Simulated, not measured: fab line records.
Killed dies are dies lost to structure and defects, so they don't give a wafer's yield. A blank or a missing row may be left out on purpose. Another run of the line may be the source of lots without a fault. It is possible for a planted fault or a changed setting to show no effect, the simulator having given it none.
fab line records	flow n5Finfet
record lots=7	wafers=21
route steps=1938 shown ZERO_LAYER@16 WELL_APT@24 FIN_SAQP@130 DUMMY_GATE@234 SD_EPI_P@301 SDB@353 HKMG_FIN@395
startH: the number of hours between the record's first day and the start of the first shown wafer of the lot	waitH: hours elapsed since this lot's preceding step	" as in the row above	L1.1+2: a single row standing in for several wafers	- no value, or no start given	* or withheld: withheld	< > ~ a bound
route shown NAME@n: names a module that has steps shown in the file, with the first one's number in the route	usual: average and standard deviation across the fault-free wafers	same: alike in all rows	chamber/n: place in a boat	sites: per-site readings	_std_site: standard deviation across them	_edge_site: mean of outer sites minus mean of inner sites	radiusMm: how far each site lies from the wafer's centre	mask NAME#n: copy n	behind: tool/chamber where the wafer was last shaped	hold: cause of the lot's hold/its duration in hours/its outcome	device: names the non-switching transistor (n, p or np)	end of line: the route-end tests of the same wafers	a step without rows: its recipe alone	killed: the dies lost at the first sort to structure and to defects; this is not the yield of the wafer	map: the dies of a wafer, with x for killed, . for not killed, _ for no die there
set.NAME: the run value of the setting; set.NAME@STEP: its run value at that earlier step	model.NAME: the simulator's own value behind a step, which no gauge read
lots whose settings were changed on purpose; a table a step, a row a wafer
## steps
# step N5_ZERO_LAYER_ETCH_18
# recipe chemistry=HBr/Cl2	target=Si	targetDepthA=1200	timeS=40	pressureMtorr=10	icpW=800	biasW=75	HBr_flow_sccm=150	Cl2_flow_sccm=80
lot.wafer	tool	chamber	startH	waitH	set.icpW	model.ZERO_LAYER.featureDepthNm	model.etch.depthNm
L076.1	rieSi-01	2	24.91	0.0	800	120.8	120.8
L076.5	"	0	"	"	711.1	114.3	114.3
L076.6	"	2	"	"	711.1	113.7	113.7
L080.1	rieSi-06	1	48.91	0.0	800	120	120
L080.2	"	2	"	"	697	112.6	112.6
L080.6	"	3	"	"	697	111.4	111.4
L086.3	rieSi-06	2	84.91	0.0	915.8	128.9	128.9
L086.4	"	3	"	"	915.8	125.5	125.5
L086.5	"	0	"	"	915.8	128.4	128.4
L091.1	rieSi-06	3	114.95	0.0	800	120.2	120.2
L091.3	"	0	"	"	693.3	114.9	114.9
L091.5	"	3	"	"	800	120.7	120.7
L093.1	rieSi-06	3	126.95	0.0	800	118.4	118.4
L093.4	"	0	"	"	800	120.8	120.8
L093.5	"	2	"	"	800	119.7	119.7
L096.1	rieSi-01	2	144.79	0.0	800	120.5	120.5
L096.5	"	1	"	"	800	123.3	123.3
L096.6	"	3	"	"	800	121.1	121
L097.2	rieSi-06	1	151.23	0.1	720.5	112.7	112.7
L097.5	"	0	"	"	800	118.7	118.7
L097.6	"	1	"	"	800	118.1	118.1
# step N5_WELL_APT_EXPOSE_05
# recipe maskId=NWELL	na=0.8	sourceShape=conventional	sigmaOuter=0.8	polarization=unpolarized	defocusNm=0	targetCdNm=200	doseMj=20.3
lot.wafer	tool	chamber	startH	waitH	mask	set.doseMj
L076.1+6	krfScanner-01	0	25.55	-	NWELL#0	20.3
L076.5	"	0	"	"	NWELL#0	19.21
L080.1+6	krfScanner-02	0	49.64	-	NWELL#0	20.3
L080.2	"	0	"	"	NWELL#0	19.37
L086.3+5	krfScanner-02	0	85.52	-	NWELL#0	19.83
L086.4	"	0	"	"	NWELL#0	20.3
L091.1+3+5	krfScanner-01	0	115.54	-	NWELL#0	20.3
L093.1+4+5	krfScanner-02	0	127.67	-	NWELL#0	20.3
L096.1+5+6	krfScanner-01	0	145.38	-	NWELL#0	20.3
L097.2+5	krfScanner-02	0	151.96	-	NWELL#0	20.3
L097.6	"	0	"	"	NWELL#0	19.17
# step N5_WELL_APT_PEB_06
# recipe pebTempC=130	pebTimeS=90
# step N5_WELL_APT_DEVELOP_07
# recipe developTimeS=45	rinseLiquid=surfactantRinse	dry=airSpin	devTempC=21
# step N5_WELL_APT_HARDBAKE_12
# recipe tempC=130	timeS=120
# step N5_WELL_APT_CD_MEAS_08
# recipe targetCdNm=200	landingEnergyEv=500	detector=seInlens
# usual cdNm=199.2/1
lot.wafer	tool	chamber	startH	waitH	set.doseMj@WELL_APT_EXPOSE_05	cdNm
L076.1	cdSem-01	0	25.73	-	20.3	199.4
L076.5	"	0	"	"	19.21	192.3
L076.6	"	0	"	"	20.3	199.5
L080.1	cdSem-02	0	49.81	-	20.3	199.8
L080.2	"	0	"	"	19.37	191.4
L080.6	"	0	"	"	20.3	198.7
L086.3	cdSem-03	0	85.68	-	19.83	195.9
L086.4	"	0	"	"	20.3	198.4
L086.5	"	0	"	"	19.83	195.4
L091.1	cdSem-01	0	115.71	-	20.3	199.4
L091.3	"	0	"	"	20.3	198.8
L091.5	"	0	"	"	20.3	199.9
L093.1	cdSem-02	0	127.84	-	20.3	200.9
L093.4	"	0	"	"	20.3	199.5
L093.5	"	0	"	"	20.3	201.0
L096.1	cdSem-03	0	145.56	-	20.3	200.9
L096.5	"	0	"	"	20.3	198.6
L096.6	"	0	"	"	20.3	199.1
L097.2	cdSem-01	0	152.13	-	20.3	200.2
L097.5	"	0	"	"	20.3	197.9
L097.6	"	0	"	"	19.17	189.9
# step N5_WELL_APT_DESCUM_13
# recipe chemistry=O2	timeS=7.9	sourcePowerW=50	biasPowerW=20	pressureMtorr=20	rfFrequencyHz=2.712e+07	tempC=40	o2FlowSccm=225
lot.wafer	tool	chamber	startH	waitH	set.doseMj@WELL_APT_EXPOSE_05	model.WELL_APT.cdNm
L076.1	rieDiel-03	3	25.81	0.0	20.3	199.6
L076.5	"	0	"	"	19.21	192.2
L076.6	"	2	"	"	20.3	199.4
L080.1	rieDiel-03	2	49.92	0.1	20.3	200.2
L080.2	"	0	"	"	19.37	191.5
L080.6	"	0	"	"	20.3	199.1
L086.3	rieDiel-06	3	86.45	0.7	19.83	195.8
L086.4	"	1	"	"	20.3	198.4
L086.5	"	0	"	"	19.83	195.4
L091.1	rieDiel-03	3	115.94	0.2	20.3	199.5
L091.3	"	1	"	"	20.3	198.8
L091.5	"	3	"	"	20.3	200
L093.1	rieDiel-06	2	127.93	0.0	20.3	200.5
L093.4	"	1	"	"	20.3	199.8
L093.5	"	0	"	"	20.3	201.1
L096.1	rieDiel-06	3	145.64	0.0	20.3	200.6
L096.5+6	"	0,3	"	"	20.3	198.9
L097.2	rieDiel-06	0	152.21	0.0	20.3	200.2
L097.5	"	3	"	"	20.3	198.5
L097.6	"	2	"	"	19.17	189.9
# step N5_FIN_SAQP_ETCH_65
# recipe chemistry=CF4	target=SiO2	targetDepthA=40	ionEnergyEv=350	timeS=4.4	pressureMtorr=10	icpW=800	biasW=400	cf4FlowSccm=80
lot.wafer	tool	chamber	startH	waitH	set.timeS	model.etch.depthNm
L076.1	rieSi-06	2	35.78	0.1	4.4	4.016
L076.5	"	0	"	"	4.4	4.022
L076.6	"	3	"	"	4.4	3.908
L080.1	rieSi-03	0	61.20	0.1	4.4	3.959
L080.2	"	2	"	"	4.85	4.33
L080.6	"	3	"	"	4.4	3.984
L086.3	rieSi-01	3	97.01	0.1	3.911	3.572
L086.4	"	2	"	"	3.911	3.608
L086.5	"	2	"	"	4.4	4.025
L091.1	rieSi-01	3	126.93	0.1	4.4	3.947
L091.3	"	1	"	"	4.4	4.103
L091.5	"	1	"	"	4.4	4.096
L093.1	rieSi-03	1	138.68	0.1	4.4	4.039
L093.4	"	0	"	"	4.4	3.997
L093.5	"	0	"	"	4.4	3.989
L096.1	rieSi-03	3	155.77	0.1	4.4	4.024
L096.5	"	1	"	"	4.4	4.031
L096.6	"	2	"	"	4.4	4.016
L097.2	rieSi-03	3	161.86	0.1	4.792	4.395
L097.5	"	0	"	"	4.4	4.003
L097.6	"	1	"	"	4.792	4.394
# step N5_DUMMY_GATE_DESCUM_20
# recipe chemistry=O2	timeS=6.2	sourcePowerW=50	biasPowerW=20	pressureMtorr=20	rfFrequencyHz=2.712e+07	tempC=40	resist=CAR-EUV	o2FlowSccm=225
lot.wafer	tool	chamber	startH	waitH	set.timeS	model.CAR-EUV_of_DUMMY_GATE_COAT_09.thkNm
L076.1	rieDiel-02	3	59.07	0.0	4.864	27.2
L076.5	"	3	"	"	4.864	27.4
L076.6	"	0	"	"	6.2	26.6
L080.1	rieDiel-01	3	83.72	0.0	6.2	26.6
L080.2	"	0	"	"	6.2	26.4
L080.6	"	0	"	"	5.359	26.8
L086.3+4+5	rieDiel-02	2,0,1	120.36	0.0	6.2	26.4
L091.1+3+5	rieDiel-01	0,2,3	148.72	0.0	6.2	26.4
L093.1+4	rieDiel-04	1,2	162.83	0.0	6.2	26.4
L093.5	"	1	"	"	6.2	26.6
L096.1+5+6	rieDiel-02	0,0,1	177.68	0.0	5.214	27
L097.2	rieDiel-04	0	183.90	0.3	5.671	26.8
L097.5	"	0	"	"	6.2	26.6
L097.6	"	3	"	"	6.2	26.4
# step N5_DUMMY_GATE_ETCH_31
# recipe chemistry=C4F6/O2	target=SiO2	maskMaterial=SOC	targetDepthA=825	timeS=27.5	ionEnergyEv=250	pressureMtorr=30	sourceW=345	biasW=185	Ar_flow_sccm=300	C4F6_flow_sccm=10	O2_flow_sccm=10
lot.wafer	tool	chamber	startH	waitH	set.targetDepthA	model.etch.depthNm	model.SOC_of_DUMMY_GATE_COAT_34.thkNm
L076.1	rieDiel-01	2	59.50	0.1	825	82.58	51.6
L076.5	"	0	"	"	858.5	85.86	51.2
L076.6	"	3	"	"	825	81.56	51.8
L080.1	rieDiel-02	2	84.14	0.0	748.6	75.48	52.6
L080.2	"	1	"	"	825	81.89	52
L080.6	"	3	"	"	825	82.31	51.8
L086.3	rieDiel-01	3	120.81	0.0	825	82.71	51.6
L086.4	"	3	"	"	825	82.22	51.6
L086.5	"	1	"	"	825	81.27	51.6
L091.1	rieDiel-02	2	149.14	0.0	779.9	78.67	52.6
L091.3	"	0	"	"	779.9	76.61	52.6
L091.5	"	1	"	"	825	81.9	52.2
L093.1	rieDiel-02	1	163.25	0.0	825	82.44	51.8
L093.4	"	2	"	"	825	83.39	51.6
L093.5	"	3	"	"	825	82.32	52
L096.1	rieDiel-04	0	178.11	0.0	825	79.9	52.2
L096.5	"	1	"	"	918.8	91.69	51.2
L096.6	"	0	"	"	918.8	89.48	51.4
L097.2	rieDiel-02	0	184.47	0.2	825	80.75	52
L097.5	"	0	"	"	825	80.37	52
L097.6	"	3	"	"	912.6	89.66	51.4
# step N5_SD_EPI_P_PEB_07
# recipe pebTempC=110	pebTimeS=60	resist=CAR-ArF-block
lot.wafer	tool	chamber	startH	waitH	set.pebTimeS
L076.1	lithoTrack-03	0	66.57	0.1	60
L076.5+6	"	0	"	"	65.48
L080.1+2+6	lithoTrack-03	0	91.54	0.1	60
L086.3	lithoTrack-01	0	127.56	0.0	60
L086.4+5	"	0	"	"	65.14
L091.1+5	lithoTrack-03	0	155.57	0.1	56.18
L091.3	"	0	"	"	60
L093.1+4+5	lithoTrack-02	0	169.30	0.1	60
L096.1	lithoTrack-02	0	186.34	0.1	60
L096.5+6	"	0	"	"	64.42
L097.2+5+6	lithoTrack-03	0	193.28	0.0	60
# step N5_SD_EPI_P_DEVELOP_08
# recipe developTimeS=30	developer=TMAH	resist=CAR-ArF-block	devTempC=23	rinseLiquid=diw	dry=airSpin
# step N5_SD_EPI_P_CD_MEAS_09
# recipe targetCdNm=240	landingEnergyEv=500	detector=seInlens
# usual cdNm=239.9/0.74
lot.wafer	tool	chamber	startH	waitH	set.pebTimeS@SD_EPI_P_PEB_07	cdNm
L076.1	cdSem-01	0	66.64	-	60	240.2
L076.5	"	0	"	"	65.48	242.8
L076.6	"	0	"	"	65.48	243.1
L080.1	cdSem-01	0	91.60	-	60	240.5
L080.2	"	0	"	"	60	239.9
L080.6	"	0	"	"	60	239.0
L086.3	cdSem-02	0	127.63	-	60	239.9
L086.4	"	0	"	"	65.14	242.6
L086.5	"	0	"	"	65.14	242.3
L091.1	cdSem-01	0	155.64	-	56.18	236.9
L091.3	"	0	"	"	60	239.0
L091.5	"	0	"	"	56.18	237.4
L093.1	cdSem-03	0	169.37	-	60	240.3
L093.4	"	0	"	"	60	240.4
L093.5	"	0	"	"	60	239.9
L096.1	cdSem-02	0	186.40	-	60	240.5
L096.5	"	0	"	"	64.42	242.8
L096.6	"	0	"	"	64.42	242.7
L097.2	cdSem-01	0	193.35	-	60	239.4
L097.5	"	0	"	"	60	238.3
L097.6	"	0	"	"	60	239.5
# step N5_SD_EPI_P_DESCUM_14
# recipe chemistry=O2	timeS=7.9	sourcePowerW=50	biasPowerW=20	pressureMtorr=20	rfFrequencyHz=2.712e+07	tempC=40	resist=CAR-ArF-block	o2FlowSccm=225
lot.wafer	tool	chamber	startH	waitH	set.pebTimeS@SD_EPI_P_PEB_07	model.SD_EPI_P.cdNm
L076.1	rieDiel-04	0	66.90	0.2	60	240.2
L076.5	"	3	"	"	65.48	242.8
L076.6	"	2	"	"	65.48	243
L080.1	rieDiel-02	3	91.69	0.0	60	240.4
L080.2	"	1	"	"	60	240
L080.6	"	0	"	"	60	239.2
L086.3	rieDiel-02	3	127.72	0.0	60	239.6
L086.4+5	"	2,1	"	"	65.14	242.6
L091.1	rieDiel-01	3	155.86	0.2	56.18	237
L091.3	"	0	"	"	60	239.4
L091.5	"	3	"	"	56.18	237.8
L093.1+5	rieDiel-01	1	169.49	0.1	60	240.2
L093.4	"	0	"	"	60	240.4
L096.1	rieDiel-04	2	186.49	0.0	60	240.8
L096.5	"	0	"	"	64.42	242.6
L096.6	"	2	"	"	64.42	242.4
L097.2	rieDiel-04	3	193.43	0.0	60	239.8
L097.5	"	2	"	"	60	238.4
L097.6	"	3	"	"	60	239.6
# step N5_SDB_EXPOSE_08
# recipe maskId=SDB	na=1.35	sourceShape=conventional	sigmaOuter=0.5	polarization=unpolarized	doseMj=49.6
lot.wafer	tool	chamber	startH	waitH	mask	set.doseMj
L076.1+6	arfiScanner-02	0	79.63	-	SDB#0	51.38
L076.5	"	0	"	"	SDB#0	49.6
L080.1	arfiScanner-01	0	104.79	-	SDB#0	49.6
L080.2+6	"	0	"	"	SDB#0	51.72
L086.3+5	arfiScanner-02	0	140.02	-	SDB#0	49.6
L086.4	"	0	"	"	SDB#0	52.67
L091.1+3+5	arfiScanner-01	0	167.57	-	SDB#0	49.6
L093.1+4+5	arfiScanner-01	0	182.59	-	SDB#0	49.6
L096.1+5+6	arfiScanner-01	0	198.32	-	SDB#0	49.6
L097.2+5+6	arfiScanner-02	0	206.30	-	SDB#0	53.05
# step N5_SDB_PEB_09
# recipe pebTempC=withheld	pebTimeS=60	resist=CAR-ArF
# step N5_SDB_DEVELOP_10
# recipe developTimeS=30	developer=TMAH	resist=CAR-ArF	rinseLiquid=diw	dry=airSpin	devTempC=23
# step N5_SDB_CD_MEAS_11
# recipe targetCdNm=50	landingEnergyEv=500	detector=seInlens	polarity=opening
# usual cdNm=50.1/1
lot.wafer	tool	chamber	startH	waitH	set.doseMj@SDB_EXPOSE_08	cdNm
L076.1	cdSem-03	0	79.75	-	51.38	54.3
L076.5	"	0	"	"	49.6	50.7
L076.6	"	0	"	"	51.38	55.9
L080.1	cdSem-01	0	104.92	-	49.6	50.9
L080.2	"	0	"	"	51.72	56.8
L080.6	"	0	"	"	51.72	55.5
L086.3	cdSem-03	0	140.13	-	49.6	48.9
L086.4	"	0	"	"	52.67	56.5
L086.5	"	0	"	"	49.6	49.5
L091.1	cdSem-03	0	167.70	-	49.6	51.0
L091.3	"	0	"	"	49.6	49.0
L091.5	"	0	"	"	49.6	51.1
L093.1	cdSem-02	0	182.72	-	49.6	49.8
L093.4	"	0	"	"	49.6	49.0
L093.5	"	0	"	"	49.6	50.1
L096.1	cdSem-01	0	198.44	-	49.6	51.0
L096.5	"	0	"	"	49.6	49.5
L096.6	"	0	"	"	49.6	50.1
L097.2	cdSem-02	0	206.42	-	53.05	59.4
L097.5	"	0	"	"	53.05	59.1
L097.6	"	0	"	"	53.05	59.3
# step N5_SDB_ETCH_17
# recipe chemistry=CF4	target=SiARC	targetDepthA=234	maskMaterial=CAR-ArF	timeS=39	ionEnergyEv=80	pressureMtorr=40	sourceW=545	biasW=36	Ar_flow_sccm=100	cf4FlowSccm=100	ends=cleared
# usual rfVppV=184.2/1.2
lot.wafer	tool	chamber	startH	waitH	set.biasW	rfVppV
L076.1	rieDiel-06	2	79.88	0.0	36	183.1
L076.5	"	3	"	"	39.22	196.7
L076.6	"	2	"	"	39.22	195.1
L080.1	rieDiel-05	2	105.04	0.0	36	185.3
L080.2	"	1	"	"	36	183.6
L080.6	"	0	"	"	36	186.1
L086.3	rieDiel-03	3	140.34	0.0	36	184.1
L086.4	"	2	"	"	36	182.5
L086.5	"	1	"	"	37.96	190.3
L091.1	rieDiel-06	3	167.83	0.0	31.57	169.7
L091.3	"	2	"	"	36	184.6
L091.5	"	1	"	"	36	184.2
L093.1	rieDiel-05	2	182.84	0.0	36	183.5
L093.4	"	0	"	"	36	184.1
L093.5	"	1	"	"	36	184.5
L096.1	rieDiel-03	3	198.57	0.0	33.74	176.2
L096.5	"	2	"	"	36	182.6
L096.6	"	3	"	"	33.74	175.7
L097.2	rieDiel-05	1	206.73	0.0	36	185.0
L097.5	"	0	"	"	36	184.8
L097.6	"	3	"	"	34.13	178.2
# step N5_HKMG_FIN_EXPOSE_46
# recipe maskId=NDIPOLE	na=1.35	sourceShape=conventional	sigmaOuter=0.8	polarization=unpolarized	doseMj=40
lot.wafer	tool	chamber	startH	waitH	mask	set.doseMj
L076.1+5	arfiScanner-02	0	85.40	-	NDIPOLE#0	41.04
L076.6	"	0	"	"	NDIPOLE#0	40
L080.1+6	arfiScanner-02	0	110.77	-	NDIPOLE#0	40
L080.2	"	0	"	"	NDIPOLE#0	38.27
L086.3	arfiScanner-03	0	145.57	-	NDIPOLE#0	38.92
L086.4+5	"	0	"	"	NDIPOLE#0	40
L091.1+5	arfiScanner-02	0	173.98	-	NDIPOLE#0	40
L091.3	"	0	"	"	NDIPOLE#0	37.49
L093.1+4+5	arfiScanner-03	0	188.14	-	NDIPOLE#0	40
L096.1+5	arfiScanner-02	0	204.15	-	NDIPOLE#0	40
L096.6	"	0	"	"	NDIPOLE#0	41.66
L097.2+5	arfiScanner-02	0	213.67	-	NDIPOLE#0	37.68
L097.6	"	0	"	"	NDIPOLE#0	40
# step N5_HKMG_FIN_PEB_47
# recipe pebTempC=withheld	pebTimeS=60	resist=CAR-ArF
# step N5_HKMG_FIN_DEVELOP_48
# recipe developTimeS=30	developer=TMAH	resist=CAR-ArF	rinseLiquid=diw	dry=airSpin	devTempC=23
# step N5_HKMG_FIN_CD_MEAS_49
# recipe targetCdNm=202	landingEnergyEv=500	detector=seInlens	polarity=opening
# usual cdNm=202.1/0.63
lot.wafer	tool	chamber	startH	waitH	set.doseMj@HKMG_FIN_EXPOSE_46	cdNm
L076.1	cdSem-01	0	85.52	-	41.04	204.1
L076.5	"	0	"	"	41.04	204.4
L076.6	"	0	"	"	40	201.9
L080.1	cdSem-01	0	110.89	-	40	202.5
L080.2	"	0	"	"	38.27	200.7
L080.6	"	0	"	"	40	203.1
L086.3	cdSem-03	0	145.69	-	38.92	201.2
L086.4	"	0	"	"	40	202.7
L086.5	"	0	"	"	40	203.5
L091.1	cdSem-01	0	174.10	-	40	201.9
L091.3	"	0	"	"	37.49	198.5
L091.5	"	0	"	"	40	202.2
L093.1	cdSem-01	0	188.27	-	40	201.4
L093.4	"	0	"	"	40	201.2
L093.5	"	0	"	"	40	201.5
L096.1	cdSem-02	0	204.27	-	40	202.3
L096.5	"	0	"	"	40	202.1
L096.6	"	0	"	"	41.66	204.5
L097.2	cdSem-03	0	213.79	-	37.68	199.8
L097.5	"	0	"	"	37.68	199.2
L097.6	"	0	"	"	40	202.5
# step N5_HKMG_FIN_DESCUM_53
# recipe chemistry=O2	timeS=7.9	sourcePowerW=50	biasPowerW=20	pressureMtorr=20	rfFrequencyHz=2.712e+07	tempC=40	resist=CAR-ArF	o2FlowSccm=225
# step N5_HKMG_FIN_ETCH_54
# recipe chemistry=CF4	target=SiARC	targetDepthA=455	maskMaterial=CAR-ArF	timeS=75.8	ionEnergyEv=80	pressureMtorr=40	sourceW=545	biasW=36	Ar_flow_sccm=100	cf4FlowSccm=100	ends=cleared
lot.wafer	tool	chamber	startH	waitH	set.doseMj@HKMG_FIN_EXPOSE_46	model.HKMG_FIN.cdOffsetNm
L076.1	rieDiel-05	1	85.64	0.0	41.04	2
L076.5	"	2	"	"	41.04	2.4
L076.6	"	0	"	"	40	0.2
L080.1	rieDiel-06	2	111.23	0.0	40	1
L080.2	"	0	"	"	38.27	-1.8
L080.6	"	0	"	"	40	0.8
L086.3	rieDiel-05	2	145.81	0.0	38.92	-0.4
L086.4	"	1	"	"	40	1
L086.5	"	3	"	"	40	1.4
L091.1	rieDiel-03	0	174.23	0.0	40	0.2
L091.3	"	2	"	"	37.49	-3.6
L091.5	"	1	"	"	40	0.4
L093.1	rieDiel-06	3	188.39	0.0	40	-0.4
L093.4	"	2	"	"	40	-0.8
L093.5	"	1	"	"	40	-0.6
L096.1	rieDiel-03	0	204.43	0.0	40	0.2
L096.5	"	2	"	"	40	0
L096.6	"	3	"	"	41.66	2.2
L097.2	rieDiel-06	2	213.91	0.0	37.68	-2.4
L097.5	"	2	"	"	37.68	-3
L097.6	"	1	"	"	40	0.8
# step N5_HKMG_FIN_ETCH_55
# recipe chemistry=N2/H2	target=SOC	targetDepthA=2400	tempC=40	timeS=300	ionEnergyEv=200	maskMaterial=SiARC	pressureMtorr=30	sourceW=840	biasW=150	n2FlowSccm=200	h2FlowSccm=200
lot.wafer	tool	chamber	startH	waitH	set.timeS	set.doseMj@HKMG_FIN_EXPOSE_46	model.HKMG_FIN.featureDepthNm	model.etch.depthNm	model.HKMG_FIN.cdOffsetNm
L076.1	rieDiel-05	1	85.70	0.0	360.2	41.04	282	282	3.4
L076.5	"	2	"	"	300	41.04	233.2	233.2	2.2
L076.6	"	0	"	"	300	40	237.4	237.5	0.4
L080.1	rieDiel-06	2	111.28	0.0	300	40	243.2	243.2	0.8
L080.2	"	0	"	"	300	38.27	239	239	-2
L080.6	"	0	"	"	300	40	237.8	237.9	0.8
L086.3	rieDiel-05	2	145.86	0.0	300	38.92	231.4	231.4	-1
L086.4	"	1	"	"	300	40	236.8	236.9	1
L086.5	"	3	"	"	300	40	244.8	244.9	1.6
L091.1	rieDiel-03	0	174.28	0.0	300	40	236.4	236.4	0
L091.3	"	2	"	"	300	37.49	236.8	236.8	-3.8
L091.5	"	1	"	"	246.9	40	196.6	196.6	-1
L093.1	rieDiel-06	3	188.45	0.0	300	40	243	242.9	-1.2
L093.4	"	2	"	"	300	40	241.6	241.6	-1.2
L093.5	"	1	"	"	300	40	243.6	243.5	-1
L096.1	rieDiel-03	0	204.49	0.0	249.3	40	198.2	198.2	-1
L096.5	"	2	"	"	249.3	40	198.6	198.7	-0.6
L096.6	"	3	"	"	249.3	41.66	198.4	198.4	1.4
L097.2	rieDiel-06	2	213.96	0.0	300	37.68	241	240.9	-2.6
L097.5	"	2	"	"	272	37.68	218.8	218.8	-4
L097.6	"	1	"	"	300	40	241.8	241.8	0.6
## key
split step=N5_ZERO_LAYER_ETCH_18	setting=icpW	stated=800	by=wafer
response step=N5_ZERO_LAYER_ETCH_18	reading=model.ZERO_LAYER.featureDepthNm	change=+0.545	per=1%	r=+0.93
response step=N5_ZERO_LAYER_ETCH_18	reading=model.etch.depthNm	change=+0.545	per=1%	r=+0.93
split step=N5_WELL_APT_EXPOSE_05	setting=doseMj	stated=20.3	by=wafer
response step=N5_WELL_APT_CD_MEAS_08	reading=cdNm	change=+1.53	per=1%	r=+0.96
response step=N5_WELL_APT_DESCUM_13	reading=model.WELL_APT.cdNm	change=+1.58	per=1%	r=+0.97
split step=N5_FIN_SAQP_ETCH_65	setting=timeS	stated=4.4	by=wafer
response step=N5_FIN_SAQP_ETCH_65	reading=model.etch.depthNm	change=+0.039	per=1%	r=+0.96
split step=N5_DUMMY_GATE_DESCUM_20	setting=timeS	stated=6.2	by=wafer
response step=N5_DUMMY_GATE_DESCUM_20	reading=model.CAR-EUV_of_DUMMY_GATE_COAT_09.thkNm	change=-0.0301	per=1%	r=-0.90
split step=N5_DUMMY_GATE_ETCH_31	setting=targetDepthA	stated=825	by=wafer
response step=N5_DUMMY_GATE_ETCH_31	reading=model.etch.depthNm	change=+0.85	per=1%	r=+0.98
response step=N5_DUMMY_GATE_ETCH_31	reading=model.SOC_of_DUMMY_GATE_COAT_34.thkNm	change=-0.073	per=1%	r=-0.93
split step=N5_SD_EPI_P_PEB_07	setting=pebTimeS	stated=60	by=wafer
response step=N5_SD_EPI_P_CD_MEAS_09	reading=cdNm	change=+0.3	per=1%	r=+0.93
response step=N5_SD_EPI_P_DESCUM_14	reading=model.SD_EPI_P.cdNm	change=+0.301	per=1%	r=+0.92
split step=N5_SDB_EXPOSE_08	setting=doseMj	stated=49.6	by=wafer
response step=N5_SDB_CD_MEAS_11	reading=cdNm	change=+1.21	per=1%	r=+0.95
split step=N5_SDB_ETCH_17	setting=biasW	stated=36	by=wafer
response step=N5_SDB_ETCH_17	reading=rfVppV	change=+1.25	per=1%	r=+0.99
split step=N5_HKMG_FIN_EXPOSE_46	setting=doseMj	stated=40	by=wafer
response step=N5_HKMG_FIN_CD_MEAS_49	reading=cdNm	change=+0.572	per=1%	r=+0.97
response step=N5_HKMG_FIN_ETCH_54	reading=model.HKMG_FIN.cdOffsetNm	change=+0.607	per=1%	r=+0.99
response step=N5_HKMG_FIN_ETCH_55	reading=model.HKMG_FIN.cdOffsetNm	change=+0.626	per=1%	r=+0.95
split step=N5_HKMG_FIN_ETCH_55	setting=timeS	stated=300	by=wafer
response step=N5_HKMG_FIN_ETCH_55	reading=model.HKMG_FIN.featureDepthNm	change=+2.31	per=1%	r=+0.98
response step=N5_HKMG_FIN_ETCH_55	reading=model.etch.depthNm	change=+2.31	per=1%	r=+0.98
